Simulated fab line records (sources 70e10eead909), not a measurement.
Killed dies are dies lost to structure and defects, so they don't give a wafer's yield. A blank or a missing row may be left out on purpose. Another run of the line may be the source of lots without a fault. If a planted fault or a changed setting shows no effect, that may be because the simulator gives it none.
fab line records || flow nandHarc
record {"lots": 7, "wafers": 21, "lastDay": 33}
route steps=1302 shown A_CONTACT@1025
lots with no fault: from the same line, run without faults
startH: start of the lot's first displayed wafer, in hours after the record's first day || waitH: hours from the lot's prior step to this one || " as in the row above || L1.1+2: a row that stands for several wafers || - value missing, or start not given || * or withheld: withheld || < > ~ a bound
route shown NAME@n: a module of which the file shows steps, and the number in the route of the first || usual: mean and standard deviation over wafers with no fault || same: alike in all rows || chamber/n: place in a boat || sites: per-site readings || _std_site: how widely they spread, as a standard deviation || _edge_site: inner sites' mean taken away from outer sites' mean || radiusMm: for every site, how far away it sits from the centre of the wafer || mask NAME#n: copy n || behind: the last tool/chamber to shape the wafer || hold: reason for holding the lot/hours on hold/outcome of the hold || device: which transistor (n, p or np) failed to switch || end of line: the tests these same wafers got at the end of their route || for a step that has no rows: nothing shown but its recipe || killed: count of dies lost to structure and defects at first sort (not the wafer's yield) || map: shows each die of a wafer: x if killed, . if not, _ if none is there
set.NAME: the setting as run; set.NAME@STEP: as run at that earlier step || model.NAME: the simulator's own value behind a step, which no gauge read
lots at some steps of the route; a table a step, a row a wafer
services: when a tool's chamber went out of use (startH, in hours from the record's first day, below 0 if earlier), for how many hours, and the reason
## steps
# step NHARC_A_CONTACT_STRIP_55
# recipe {"o2FlowSccm": 500, "arFlowSccm": 0, "biasW": 0, "chemistry": "O2"}
# usual {"drypumpMotorCurrentA": "5.9/0.44", "mfcArSccm": "0.006/0.0089", "oesProductAu": "0.999/0.007", "rfVppV": "57.7/0.88", "showerheadPlenumPTorr": "3.54/0.16", "throttleValvePct": "17.037/0.0086"}
{"lot.wafer": "L649.3", "tool": "rieDiel-12", "chamber": 1, "startH": "-", "waitH": "-", "drypumpMotorCurrentA": 5.7, "mfcArSccm": 0.014, "oesProductAu": 1.000, "rfHoursCounterH": 18, "rfVppV": 57.0, "showerheadPlenumPTorr": 3.69, "throttleValvePct": 17.033}
{"lot.wafer": "L649.2", "tool": "rieDiel-12", "chamber": 3, "startH": "-", "waitH": "-", "drypumpMotorCurrentA": 6.5, "mfcArSccm": 0.006, "oesProductAu": 1.007, "rfHoursCounterH": 19, "rfVppV": 57.4, "showerheadPlenumPTorr": 3.61, "throttleValvePct": 17.038}
{"lot.wafer": "L649.6", "tool": "rieDiel-12", "chamber": 0, "startH": "-", "waitH": "-", "drypumpMotorCurrentA": 6.1, "mfcArSccm": 0, "oesProductAu": 0.988, "rfHoursCounterH": "-", "rfVppV": 56.4, "showerheadPlenumPTorr": 3.52, "throttleValvePct": 17.031}
{"lot.wafer": "L651.4", "tool": "rieDiel-04", "chamber": 3, "startH": "-", "waitH": "-", "drypumpMotorCurrentA": 5.4, "mfcArSccm": 0.006, "oesProductAu": 0.992, "rfHoursCounterH": 16, "rfVppV": 56.6, "showerheadPlenumPTorr": 3.43, "throttleValvePct": 17.025}
{"lot.wafer": "L651.3", "tool": "rieDiel-04", "chamber": 1, "startH": "-", "waitH": "-", "drypumpMotorCurrentA": 4.9, "mfcArSccm": 0, "oesProductAu": 0.992, "rfHoursCounterH": 18, "rfVppV": 57.1, "showerheadPlenumPTorr": 3.37, "throttleValvePct": 17.026}
{"lot.wafer": "L651.5", "tool": "rieDiel-04", "chamber": 3, "startH": "-", "waitH": "-", "drypumpMotorCurrentA": 5.4, "mfcArSccm": 0.006, "oesProductAu": 0.999, "rfHoursCounterH": "-", "rfVppV": 57.4, "showerheadPlenumPTorr": 3.43, "throttleValvePct": 17.051}
{"lot.wafer": "L656.2", "tool": "rieDiel-07", "chamber": 0, "startH": "-", "waitH": "-", "drypumpMotorCurrentA": 6.5, "mfcArSccm": 0, "oesProductAu": 1.009, "rfHoursCounterH": 48, "rfVppV": 56.7, "showerheadPlenumPTorr": 3.27, "throttleValvePct": 17.046}
{"lot.wafer": "L656.1", "tool": "rieDiel-07", "chamber": 1, "startH": "-", "waitH": "-", "drypumpMotorCurrentA": 5.4, "mfcArSccm": 0.031, "oesProductAu": 0.999, "rfHoursCounterH": 57, "rfVppV": 58.7, "showerheadPlenumPTorr": 3.58, "throttleValvePct": 17.036}
{"lot.wafer": "L656.5", "tool": "rieDiel-07", "chamber": 1, "startH": "-", "waitH": "-", "drypumpMotorCurrentA": 5.4, "mfcArSccm": 0.031, "oesProductAu": 1.000, "rfHoursCounterH": "-", "rfVppV": 57.0, "showerheadPlenumPTorr": 3.58, "throttleValvePct": 17.047}
{"lot.wafer": "L655.1", "tool": "rieDiel-04", "chamber": 3, "startH": "-", "waitH": "-", "drypumpMotorCurrentA": 5.5, "mfcArSccm": 0.006, "oesProductAu": 1.008, "rfHoursCounterH": 35, "rfVppV": 57.8, "showerheadPlenumPTorr": 3.42, "throttleValvePct": 17.023}
{"lot.wafer": "L655.3", "tool": "rieDiel-04", "chamber": 0, "startH": "-", "waitH": "-", "drypumpMotorCurrentA": 5.4, "mfcArSccm": 0.008, "oesProductAu": 1.003, "rfHoursCounterH": 35, "rfVppV": 58.5, "showerheadPlenumPTorr": 3.79, "throttleValvePct": 17.038}
{"lot.wafer": "L655.2", "tool": "rieDiel-04", "chamber": 1, "startH": "-", "waitH": "-", "drypumpMotorCurrentA": 4.9, "mfcArSccm": 0, "oesProductAu": 0.994, "rfHoursCounterH": 33, "rfVppV": 56.8, "showerheadPlenumPTorr": 3.36, "throttleValvePct": 17.032}
{"lot.wafer": "L657.1", "tool": "rieDiel-12", "chamber": 1, "startH": "-", "waitH": "-", "drypumpMotorCurrentA": 5.7, "mfcArSccm": 0.014, "oesProductAu": 0.998, "rfHoursCounterH": 4, "rfVppV": 56.5, "showerheadPlenumPTorr": 3.68, "throttleValvePct": 17.032}
{"lot.wafer": "L657.4", "tool": "rieDiel-12", "chamber": 2, "startH": "-", "waitH": "-", "drypumpMotorCurrentA": 5.6, "mfcArSccm": 0.000, "oesProductAu": 0.999, "rfHoursCounterH": 4, "rfVppV": 58.2, "showerheadPlenumPTorr": 3.49, "throttleValvePct": 17.044}
{"lot.wafer": "L657.5", "tool": "rieDiel-12", "chamber": 1, "startH": "-", "waitH": "-", "drypumpMotorCurrentA": 5.7, "mfcArSccm": 0.014, "oesProductAu": 0.984, "rfHoursCounterH": "-", "rfVppV": 57.1, "showerheadPlenumPTorr": 3.68, "throttleValvePct": 17.047}
{"lot.wafer": "L663.3", "tool": "rieDiel-12", "chamber": 0, "startH": "-", "waitH": "-", "drypumpMotorCurrentA": 6.1, "mfcArSccm": 0, "oesProductAu": 1.005, "rfHoursCounterH": 17, "rfVppV": 57.7, "showerheadPlenumPTorr": 3.51, "throttleValvePct": 17.037}
{"lot.wafer": "L663.2", "tool": "rieDiel-12", "chamber": 1, "startH": "-", "waitH": "-", "drypumpMotorCurrentA": 5.7, "mfcArSccm": 0.014, "oesProductAu": 0.994, "rfHoursCounterH": 16, "rfVppV": 57.4, "showerheadPlenumPTorr": 3.67, "throttleValvePct": 17.047}
{"lot.wafer": "L663.4", "tool": "rieDiel-12", "chamber": 3, "startH": "-", "waitH": "-", "drypumpMotorCurrentA": 6.6, "mfcArSccm": 0.006, "oesProductAu": 0.993, "rfHoursCounterH": 16, "rfVppV": 58.8, "showerheadPlenumPTorr": 3.60, "throttleValvePct": 17.031}
{"lot.wafer": "L664.1", "tool": "rieDiel-07", "chamber": 1, "startH": "-", "waitH": "-", "drypumpMotorCurrentA": 5.4, "mfcArSccm": 0.031, "oesProductAu": 1.001, "rfHoursCounterH": 21, "rfVppV": 59.1, "showerheadPlenumPTorr": 3.56, "throttleValvePct": 17.029}
{"lot.wafer": "L664.3", "tool": "rieDiel-07", "chamber": 3, "startH": "-", "waitH": "-", "drypumpMotorCurrentA": 5.8, "mfcArSccm": 0, "oesProductAu": 1.008, "rfHoursCounterH": 28, "rfVppV": 57.9, "showerheadPlenumPTorr": 3.32, "throttleValvePct": 17.039}
{"lot.wafer": "L664.5", "tool": "rieDiel-07", "chamber": 3, "startH": "-", "waitH": "-", "drypumpMotorCurrentA": 5.9, "mfcArSccm": 0, "oesProductAu": 0.996, "rfHoursCounterH": "-", "rfVppV": 57.0, "showerheadPlenumPTorr": 3.31, "throttleValvePct": 17.035}
# step NHARC_A_CONTACT_STRIP_56
# recipe {"timeS": 600, "tempC": 30, "chemistry": "postEtchResidueRemover"}
# step NHARC_A_CONTACT_DEP_57
# recipe {"targetThkA": 53000, "tempC": 400, "material": "aC"}
# usual {"throttleValvePct": "35.002/0.0096"}
{"lot.wafer": "L649.2", "tool": "aclDep-03", "chamber": 0, "startH": 590.39, "waitH": "-", "throttleValvePct": 35.006}
{"lot.wafer": "L649.3", "tool": "aclDep-03", "chamber": 0, "startH": 590.39, "waitH": "-", "throttleValvePct": 35.014}
{"lot.wafer": "L649.6", "tool": "aclDep-03", "chamber": 0, "startH": 592.53, "waitH": "-", "throttleValvePct": 34.994}
{"lot.wafer": "L651.3", "tool": "aclDep-01", "chamber": 0, "startH": 599.12, "waitH": "-", "throttleValvePct": 35.007}
{"lot.wafer": "L651.4", "tool": "aclDep-01", "chamber": 0, "startH": 599.12, "waitH": "-", "throttleValvePct": 35.011}
{"lot.wafer": "L651.5", "tool": "aclDep-01", "chamber": 0, "startH": 599.12, "waitH": "-", "throttleValvePct": 35.002}
{"lot.wafer": "L656.1", "tool": "aclDep-01", "chamber": 0, "startH": 630.51, "waitH": "-", "throttleValvePct": 35.005}
{"lot.wafer": "L656.2", "tool": "aclDep-01", "chamber": 0, "startH": 630.51, "waitH": "-", "throttleValvePct": 34.989}
{"lot.wafer": "L656.5", "tool": "aclDep-01", "chamber": 0, "startH": 632.66, "waitH": "-", "throttleValvePct": 34.999}
{"lot.wafer": "L655.1", "tool": "aclDep-02", "chamber": 0, "startH": 647.74, "waitH": "-", "throttleValvePct": 35.000}
{"lot.wafer": "L655.2", "tool": "aclDep-02", "chamber": 0, "startH": 647.74, "waitH": "-", "throttleValvePct": 35.012}
{"lot.wafer": "L655.3", "tool": "aclDep-02", "chamber": 0, "startH": 647.74, "waitH": "-", "throttleValvePct": 35.000}
{"lot.wafer": "L657.1", "tool": "aclDep-02", "chamber": 0, "startH": 662.19, "waitH": "-", "throttleValvePct": 34.995}
{"lot.wafer": "L657.4", "tool": "aclDep-02", "chamber": 0, "startH": 663.78, "waitH": "-", "throttleValvePct": 34.988}
{"lot.wafer": "L657.5", "tool": "aclDep-02", "chamber": 0, "startH": 663.78, "waitH": "-", "throttleValvePct": 35.020}
{"lot.wafer": "L663.2", "tool": "aclDep-01", "chamber": 0, "startH": 716.85, "waitH": "-", "throttleValvePct": 34.992}
{"lot.wafer": "L663.3", "tool": "aclDep-01", "chamber": 0, "startH": 716.85, "waitH": "-", "throttleValvePct": 35.002}
{"lot.wafer": "L663.4", "tool": "aclDep-01", "chamber": 0, "startH": 716.85, "waitH": "-", "throttleValvePct": 35.001}
{"lot.wafer": "L664.1", "tool": "aclDep-01", "chamber": 0, "startH": 735.10, "waitH": "-", "throttleValvePct": 35.025}
{"lot.wafer": "L664.3", "tool": "aclDep-01", "chamber": 0, "startH": 736.20, "waitH": "-", "throttleValvePct": 35.019}
{"lot.wafer": "L664.5", "tool": "aclDep-01", "chamber": 0, "startH": 737.30, "waitH": "-", "throttleValvePct": 35.002}
# step NHARC_A_CONTACT_DEP_58
# recipe {"targetThkA": 900, "targetThkNm": 90, "tempC": 400, "pressureTorr": 3.5, "flowSccm": 200, "rfW": 350, "material": "SiON"}
# usual {"heaterPowerW": "750/75"}
{"lot.wafer": "L649.3", "tool": "pecvd-01", "chamber": 0, "startH": 593.09, "waitH": 1.6, "heaterPowerW": 773}
{"lot.wafer": "L649.2", "tool": "pecvd-01", "chamber": 2, "startH": 593.09, "waitH": 1.6, "heaterPowerW": 803}
{"lot.wafer": "L649.6", "tool": "pecvd-01", "chamber": 0, "startH": 593.09, "waitH": 1.6, "heaterPowerW": 777}
{"lot.wafer": "L651.3", "tool": "pecvd-03", "chamber": 1, "startH": 601.29, "waitH": 1.6, "heaterPowerW": 715}
{"lot.wafer": "L651.4", "tool": "pecvd-03", "chamber": 1, "startH": 601.29, "waitH": 1.6, "heaterPowerW": 717}
{"lot.wafer": "L651.5", "tool": "pecvd-03", "chamber": 0, "startH": 601.29, "waitH": 1.6, "heaterPowerW": 711}
{"lot.wafer": "L656.2", "tool": "pecvd-02", "chamber": 0, "startH": 633.78, "waitH": 2.2, "heaterPowerW": 640}
{"lot.wafer": "L656.1", "tool": "pecvd-02", "chamber": 1, "startH": 633.78, "waitH": 2.2, "heaterPowerW": 817}
{"lot.wafer": "L656.5", "tool": "pecvd-02", "chamber": 2, "startH": 633.78, "waitH": 2.2, "heaterPowerW": 820}
{"lot.wafer": "L655.3", "tool": "pecvd-02", "chamber": 2, "startH": 651.04, "waitH": 1.7, "heaterPowerW": 780}
{"lot.wafer": "L655.1", "tool": "pecvd-02", "chamber": 0, "startH": 651.04, "waitH": 1.7, "heaterPowerW": 649}
{"lot.wafer": "L655.2", "tool": "pecvd-02", "chamber": 1, "startH": 651.04, "waitH": 1.7, "heaterPowerW": 784}
{"lot.wafer": "L657.1", "tool": "pecvd-02", "chamber": 1, "startH": 665.40, "waitH": 2.7, "heaterPowerW": 819}
{"lot.wafer": "L657.4", "tool": "pecvd-02", "chamber": 1, "startH": 665.40, "waitH": 2.7, "heaterPowerW": 813}
{"lot.wafer": "L657.5", "tool": "pecvd-02", "chamber": 0, "startH": 665.40, "waitH": 2.7, "heaterPowerW": 555}
{"lot.wafer": "L663.3", "tool": "pecvd-02", "chamber": 0, "startH": 719.52, "waitH": 1.6, "heaterPowerW": 656}
{"lot.wafer": "L663.2", "tool": "pecvd-02", "chamber": 2, "startH": 719.52, "waitH": 1.6, "heaterPowerW": 768}
{"lot.wafer": "L663.4", "tool": "pecvd-02", "chamber": 1, "startH": 719.52, "waitH": 1.6, "heaterPowerW": 760}
{"lot.wafer": "L664.3", "tool": "pecvd-02", "chamber": 2, "startH": 738.42, "waitH": 1.7, "heaterPowerW": 799}
{"lot.wafer": "L664.1", "tool": "pecvd-02", "chamber": 0, "startH": 738.42, "waitH": 1.7, "heaterPowerW": 663}
{"lot.wafer": "L664.5", "tool": "pecvd-02", "chamber": 2, "startH": 738.42, "waitH": 1.7, "heaterPowerW": 812}
# step NHARC_A_CONTACT_DEHYDRATE_59
# recipe {"tempC": 150, "timeS": 120}
# step NHARC_A_CONTACT_HMDS_60
# recipe {"timeS": 30}
# step NHARC_A_CONTACT_COAT_61
# recipe {"tempC": 260, "timeS": 75}
# step NHARC_A_CONTACT_COAT_62
# recipe {"tempC": 225, "timeS": 65}
# step NHARC_A_CONTACT_COAT_63
# recipe {"spinRpm": 1500, "resistThkNm": 90}
# step NHARC_A_CONTACT_SOFTBAKE_64
# recipe {"tempC": 105, "timeS": 55}
# step NHARC_A_CONTACT_EBR_65
# step NHARC_A_CONTACT_EXPOSE_66
# recipe {"na": 1.35, "sigmaOuter": 0.8, "doseMj": 59.02, "maskId": "A_CC_2"}
# step NHARC_A_CONTACT_PEB_67
# recipe {"pebTempC": 100, "pebTimeS": 65}
# usual {"chillPlateTempC": "23.03/0.11", "exhaustPa": "45.2/0.8"}
{"lot.wafer": "L649.2", "tool": "lithoTrack-06", "chamber": 0, "startH": 593.73, "waitH": 0.1, "chillPlateTempC": 23.03, "exhaustPa": 44.3}
{"lot.wafer": "L649.3", "tool": "lithoTrack-06", "chamber": 0, "startH": 593.73, "waitH": 0.1, "chillPlateTempC": 23.10, "exhaustPa": 45.8}
{"lot.wafer": "L649.6", "tool": "lithoTrack-06", "chamber": 0, "startH": 593.73, "waitH": 0.1, "chillPlateTempC": 23.05, "exhaustPa": 45.0}
{"lot.wafer": "L651.3", "tool": "lithoTrack-04", "chamber": 0, "startH": 601.93, "waitH": 0.0, "chillPlateTempC": 23.06, "exhaustPa": 46.5}
{"lot.wafer": "L651.4", "tool": "lithoTrack-04", "chamber": 0, "startH": 601.93, "waitH": 0.0, "chillPlateTempC": 22.99, "exhaustPa": 45.6}
{"lot.wafer": "L651.5", "tool": "lithoTrack-04", "chamber": 0, "startH": 601.93, "waitH": 0.0, "chillPlateTempC": 23.21, "exhaustPa": 45.0}
{"lot.wafer": "L656.1", "tool": "lithoTrack-01", "chamber": "-", "startH": 634.39, "waitH": 0.1, "chillPlateTempC": "-", "exhaustPa": "-"}
{"lot.wafer": "L656.2", "tool": "lithoTrack-01", "chamber": "-", "startH": 634.39, "waitH": 0.1, "chillPlateTempC": "-", "exhaustPa": "-"}
{"lot.wafer": "L656.5", "tool": "lithoTrack-01", "chamber": "-", "startH": 634.39, "waitH": 0.1, "chillPlateTempC": "-", "exhaustPa": "-"}
{"lot.wafer": "L655.1", "tool": "lithoTrack-04", "chamber": "-", "startH": 651.69, "waitH": 0.1, "chillPlateTempC": "-", "exhaustPa": "-"}
{"lot.wafer": "L655.2", "tool": "lithoTrack-04", "chamber": "-", "startH": 651.69, "waitH": 0.1, "chillPlateTempC": "-", "exhaustPa": "-"}
{"lot.wafer": "L655.3", "tool": "lithoTrack-04", "chamber": "-", "startH": 651.69, "waitH": 0.1, "chillPlateTempC": "-", "exhaustPa": "-"}
{"lot.wafer": "L657.1", "tool": "lithoTrack-01", "chamber": "-", "startH": 666.04, "waitH": 0.1, "chillPlateTempC": "-", "exhaustPa": "-"}
{"lot.wafer": "L657.4", "tool": "lithoTrack-01", "chamber": "-", "startH": 666.04, "waitH": 0.1, "chillPlateTempC": "-", "exhaustPa": "-"}
{"lot.wafer": "L657.5", "tool": "lithoTrack-01", "chamber": "-", "startH": 666.04, "waitH": 0.1, "chillPlateTempC": "-", "exhaustPa": "-"}
{"lot.wafer": "L663.2", "tool": "lithoTrack-04", "chamber": 0, "startH": 720.17, "waitH": 0.1, "chillPlateTempC": 22.96, "exhaustPa": 46.0}
{"lot.wafer": "L663.3", "tool": "lithoTrack-04", "chamber": 0, "startH": 720.17, "waitH": 0.1, "chillPlateTempC": 23.12, "exhaustPa": 46.0}
{"lot.wafer": "L663.4", "tool": "lithoTrack-04", "chamber": 0, "startH": 720.17, "waitH": 0.1, "chillPlateTempC": 23.16, "exhaustPa": 44.0}
{"lot.wafer": "L664.1", "tool": "lithoTrack-06", "chamber": 0, "startH": 738.93, "waitH": 0.1, "chillPlateTempC": 22.84, "exhaustPa": 44.5}
{"lot.wafer": "L664.3", "tool": "lithoTrack-06", "chamber": 0, "startH": 738.93, "waitH": 0.1, "chillPlateTempC": 22.97, "exhaustPa": 44.4}
{"lot.wafer": "L664.5", "tool": "lithoTrack-06", "chamber": 0, "startH": 738.93, "waitH": 0.1, "chillPlateTempC": 23.00, "exhaustPa": 45.3}
# step NHARC_A_CONTACT_DEVELOP_68
# recipe {"developTimeS": 35, "devTempC": 23}
## services
{"tool": "rieDiel-07", "chamber": 3, "startH": 569.64, "hours": 11.1, "kind": "repair"}
{"tool": "rieDiel-12", "chamber": 0, "startH": 580.54, "hours": 3.8, "kind": "repair"}
{"tool": "pecvd-02", "chamber": "-", "startH": 589.48, "hours": 13.0, "kind": "pm"}
{"tool": "aclDep-02", "chamber": "-", "startH": 608.32, "hours": 13.0, "kind": "pm"}
{"tool": "rieDiel-12", "chamber": "-", "startH": 622.56, "hours": 9.0, "kind": "pm"}
{"tool": "pecvd-01", "chamber": 2, "startH": 640.48, "hours": 4.6, "kind": "repair"}
{"tool": "rieDiel-07", "chamber": "-", "startH": 648.24, "hours": 9.0, "kind": "pm"}
{"tool": "pecvd-01", "chamber": "-", "startH": 664.34, "hours": 1.3, "kind": "repair"}
{"tool": "aclDep-03", "chamber": "-", "startH": 671.39, "hours": 13.0, "kind": "pm"}
{"tool": "pecvd-01", "chamber": "-", "startH": 673.33, "hours": 13.0, "kind": "pm"}
{"tool": "pecvd-02", "chamber": "-", "startH": 676.74, "hours": 2.2, "kind": "repair"}
{"tool": "lithoTrack-01", "chamber": "-", "startH": 680.00, "hours": 7.0, "kind": "pm"}
{"tool": "pecvd-03", "chamber": 0, "startH": 688.86, "hours": 5.1, "kind": "repair"}
{"tool": "pecvd-01", "chamber": 2, "startH": 699.09, "hours": 17.4, "kind": "repair"}
{"tool": "pecvd-03", "chamber": 0, "startH": 700.78, "hours": 5.7, "kind": "repair"}
{"tool": "lithoTrack-06", "chamber": "-", "startH": 704.00, "hours": 7.0, "kind": "pm"}
{"tool": "pecvd-01", "chamber": "-", "startH": 713.19, "hours": 0.6, "kind": "repair"}
{"tool": "rieDiel-12", "chamber": 1, "startH": 719.57, "hours": 3.3, "kind": "repair"}
{"tool": "rieDiel-04", "chamber": "-", "startH": 721.82, "hours": 9.0, "kind": "pm"}
{"tool": "rieDiel-12", "chamber": 0, "startH": 723.05, "hours": 6.6, "kind": "repair"}
{"tool": "rieDiel-07", "chamber": 1, "startH": 723.88, "hours": 8.8, "kind": "repair"}
{"tool": "lithoTrack-04", "chamber": "-", "startH": 728.00, "hours": 7.0, "kind": "pm"}
{"tool": "rieDiel-07", "chamber": 0, "startH": 730.48, "hours": 4.2, "kind": "repair"}
{"tool": "aclDep-01", "chamber": "-", "startH": 738.40, "hours": 13.0, "kind": "pm"}
## key
firstSign {"step": "NHARC_A_CONTACT_PEB_67", "reading": "toolRecord", "direction": "missing"}
effect none on later readings
metAt NHARC_A_CONTACT_PEB_67
struckWafers L655.1,L655.2,L655.3,L656.1,L656.2,L656.5,L657.1,L657.4,L657.5
laterRowsLeftOut L655.1,L655.2,L655.3,L656.1,L656.2,L656.5,L657.1,L657.4,L657.5
sortLeftOut L655.1,L655.2,L655.3,L656.1,L656.2,L656.5,L657.1,L657.4,L657.5
testerLeftOut L655,L656,L657
onsetBetween 601.93 634.39
fault {"kind": "skippedStepWhole", "tool": "lithoTrack-01,lithoTrack-04", "chamber": "-", "onsetH": 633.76, "steps": "NHARC_A_CONTACT_PEB_67", "scope": "struckLotsOnly"}
# testerLeftOut: of these lots the tester's yield and bins aren't shown, on N5 and GAA mostly nor the transistor test; their killed dies are dies lost to structure and defects alone, not to doping, threshold or leakage, so they don't give the yield
# sortLeftOut: the simulated sort isn't trusted on such a fault, so these wafers' sort isn't shown, and their yield isn't known
# laterRowsLeftOut: the simulator's readings of these wafers behind a module that went badly wrong aren't trusted and aren't shown, but for the sort
